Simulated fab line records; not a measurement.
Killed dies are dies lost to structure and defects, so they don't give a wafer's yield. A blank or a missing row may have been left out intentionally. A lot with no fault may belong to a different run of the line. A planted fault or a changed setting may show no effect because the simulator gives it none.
Struck lot and sound lot, side by side | flow n5Finfet | 32 out of 1938 route steps
Sound: these wafers, L873.1, L873.2, L873.6. Struck: wafers L888.2, L888.3, L888.4. At the end, the cause is stated.
Order at every step that has rows: each side's tool, ch and its chambers, its first start. Under that, the readings that differ: sound wafers | struck wafers | difference of the means | sigmas: that difference in standard deviations of wafers without a fault.
alike: same words and numbers on both sides, and readings whose means sit less than 2 such deviations apart. not compared: any withheld reading, any reading some wafer has no value for, any bound like >300 that may hide the same value, and any number with overlapping values for which the record gives no deviation.
A row with sigmas, a row that says differs or no value, or rows on one side alone: a step with any of these is where the two part. Numbers that don't overlap but have no deviation are shown without sigmas and don't part them. A reading missing from all wafers of one side parts the sides only when that side holds two or more wafers.

first, 10 steps without rows for these wafers: N5_SD_EPI_P_PRECLEAN_51 (cleans in NF3:NH3, afs cycles 1, time 20 s, sublimation time 60 s); N5_SD_EPI_P_VAPOR_ETCH_44 (etches SiGe30 in NF3/Ar, time 3.3 s); N5_SD_EPI_P_EPI_21 (deposits SiGe:B, time 355 s); N5_SD_EPI_P_HM_STRIP_48 (strips SiNx in H3PO4, material SiNx, target depth 3 nm); N5_SD_EPI_P_SRD_49 (time 30 s); N5_SD_EPI_P_PRECLEAN_24 (cleans in O3/DIW, time 45 s); N5_SD_EPI_P_PRECLEAN_32 (cleans in dHF, time 10 s); N5_SD_EPI_P_PRECLEAN_33 (cleans in SC2, time 45 s); N5_SD_EPI_P_SRD_25 (time 30 s); N5_SD_ACTIVATION_RTA_00 (time 0 s).
N5_SD_ACTIVATION_LSA_01: time 0.0008 s.
  sound on laserAnneal-01 ch 0, day 3 11:07; struck on laserAnneal-01 ch 0, day 7 04:40
reading          | sound                | struck               | difference | sigmas
wafer_temp_C_max | 1088.8 1087.9 1089.2 | 1116.2 1114.5 1111.0 | +25.3      | +11
N5_SD_ACTIVATION_RS_MEAS_03: measures by four-point-probe.
  sound on filmMetro-01 at day 3 11:19; struck on filmMetro-02 at day 7 04:52
reading          | sound             | struck            | difference | sigmas
RS_SD_N (ohm/sq) | 22.50 22.21 21.82 | 19.45 19.06 19.11 | -2.97      | -11
RS_SD_P (ohm/sq) | 57.4 57.6 57.5    | 55.3 56.3 55.1    | -1.9       | -2
then, 19 steps without rows for these wafers: N5_ILD0_LINER_00 (material SiNx, target thk 4 nm, pulse time 1 s, purge time 2 s); N5_ILD0_FCVD_FILL_01 (material SiO2 flowable, target thk 200 nm, time 328.3 s); N5_ILD0_CURE_02 (time 1800 s); N5_ILD0_CMP_03 (polishes, stops on SiNx, t overpolish 1.9 s, target thk 197.38 nm); N5_ILD0_CMP_07 (polishes SiO2 flowable, stops on poly-Si, t overpolish 1.18 s, target thk 138.88 nm); N5_ILD0_PRECLEAN_10 (cleans in NF3:NH3, afs cycles 5, time 20 s, sublimation time 60 s); N5_ILD0_ALD_15 (deposits SiNx, target thk 24 nm, pulse time 1 s, ald cycles 480); N5_ILD0_CMP_12 (polishes SiNx, stops on poly-Si, t overpolish 6 s, target thk 17.67 nm); N5_SDB_HM_DEP_00 (deposits SiNx from SiH4/NH3/N2, target thk 40 nm, time 35.3 s); N5_SDB_COAT_03 (time 60 s, resist thk 100 nm); N5_SDB_COAT_04 (time 60 s, resist thk 18 nm); N5_SDB_COAT_05 (resist thk 90 nm); N5_SDB_EBR_07; N5_SDB_SOFTBAKE_06 (time 60 s); N5_SDB_EXPOSE_08 (exposes mask SDB); N5_SDB_PEB_09 (peb time 60 s); N5_SDB_DEVELOP_10 (develop time 30 s); N5_SDB_DESCUM_16 (chemistry O2, time 7.9 s); N5_SDB_ETCH_17 (etches SiARC in CF4, target depth 23.4 nm, time 39 s).
-- the record jumps here: 5 days lie between the struck wafers' starts before and after (it left off in module SDB and takes up again in module BEOL_M4, whose first step shown is number 1111 of the route) --
N5_BEOL_M4_RC_MEAS_101:
  sound on prober-02 ch 0, day 8 00:32; struck on prober-02 ch 0, day 12 12:16
reading             | sound                | struck               | difference | sigmas
ION_P (uA/um)       | 461 453 459          | 480 464 470          | +14        | +2
RC_DENSE_N (ohm.um) | 18.3 18.7 18.9       | 16.4 16.4 16.1       | -2.3       | -7
RC_N (ohm.um)       | 14.88 15.22 15.42    | 13.39 13.21 13.04    | -1.96      | -7
REXT_N (ohm.um)     | 77.0 77.0 76.6       | 70.4 70.2 70.6       | -6.5       | -5
RS_SD_N (ohm/sq)    | 28.7 28.4 28.5       | 25.3 25.2 24.9       | -3.4       | -10
VT_P (mV)           | -252.5 -256.7 -255.9 | -247.3 -249.6 -246.9 | +7.1       | +2
  alike: DIBL_N, DIBL_P, IOFF_N, IOFF_P, ION_N, SS_N, SS_P, VT_N

== WHERE THEY PART ==
Earliest at N5_SD_ACTIVATION_LSA_01; latest, in this record, at N5_BEOL_M4_RC_MEAS_101.

WHY: whatever the simulator had introduced
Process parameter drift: laserAnneal-01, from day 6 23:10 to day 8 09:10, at N5_SD_ACTIVATION_LSA_01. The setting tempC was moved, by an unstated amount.
